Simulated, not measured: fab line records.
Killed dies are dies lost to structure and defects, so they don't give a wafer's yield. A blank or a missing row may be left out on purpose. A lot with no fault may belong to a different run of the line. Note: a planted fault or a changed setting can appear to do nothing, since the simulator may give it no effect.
Chamber matching	flow n5Finfet	4 sister chambers for N5_BEOL_M3_ETCH_63 on rieDiel-05
The step etches SiARC in CF4, target depth 15.6 nm, time 26 s. 22 wafers are shown with their chamber, then 11 later ones without.

== WAFERS WITH THEIR CHAMBER ==
wafer	chamber	drypumpMotorCurrentA (A)	showerheadPlenumPTorr (Torr)	throttleValvePct (%)
L074.1	3	5.2	2.17	15.36
L074.2	2	5.1	2.24	15.30
L074.4	0	6.1	2.16	15.42
L076.1	3	5.2	2.17	15.37
L076.2	1	5.8	2.19	15.53
L076.4	0	6.0	2.16	15.44
L077.1	3	5.2	2.17	15.37
L077.2	2	5.1	2.24	15.32
L077.5	2	5.1	2.24	15.32
L083.1	3	5.2	2.17	15.40
L083.2	0	6.0	2.15	15.46
L083.5	0	6.0	2.15	15.45
L085.1	2	5.1	2.24	15.35
L085.3	3	5.2	2.16	15.40
L085.5	3	5.2	2.16	15.40
L086.1	3	5.2	2.16	15.40
L086.4	2	5.1	2.24	15.34
L086.5	2	5.1	2.24	15.34
L088.1	2	5.1	2.24	15.34
L088.3	0	6.0	2.15	15.45
L088.6	0	6.0	2.15	15.49
L089.3	1	5.9	2.18	15.56

SIGNATURES (means of the wafers above)
reading	chamber 0	chamber 1	chamber 2	chamber 3	scatter within a chamber
drypumpMotorCurrentA	6.017	5.850	5.100	5.200	0.0272
showerheadPlenumPTorr	2.1533	2.1850	2.2400	2.1657	0.00444
throttleValvePct	15.4517	15.5450	15.3300	15.3857	0.0196
Rule: distance of a wafer from a chamber = root of the sum over the readings of ((wafer's reading minus chamber's mean) / reading's scatter) squared. The wafer belongs to the nearest chamber; if the next one is less than 2 further off, it can't be placed. The scatter: take each reading less its chamber's mean, square it, sum over the shown wafers, divide by the number of wafers less the number of chambers, and take the root.

== WAFERS WHOSE CHAMBER IS MISSING ==
wafer	drypumpMotorCurrentA (A)	showerheadPlenumPTorr (Torr)	throttleValvePct (%)
L089.4	5.2	2.16	15.41
L089.6	5.8	2.18	15.58
L092.2	5.8	2.18	15.59
L092.4	5.2	2.16	15.43
L092.5	5.9	2.18	15.59
L095.1	5.2	2.16	15.41
L095.3	6.0	2.14	15.51
L095.5	5.8	2.18	15.61
L096.2	5.9	2.18	15.60
L096.4	5.2	2.16	15.46
L096.6	5.2	2.16	15.44

== THE CHAMBER EACH PASSED THROUGH ==
wafer	from the rows above	in truth
L089.4	3	3
L089.6	1	1
L092.2	1	1
L092.4	3	3
L092.5	1	1
L095.1	3	3
L095.3	0	0
L095.5	1	1
L096.2	1	1
L096.4	3	3
L096.6	3	3
Placed correctly: 11 of 11. From these rows, 0 cannot be placed. Placed wrongly: 0.
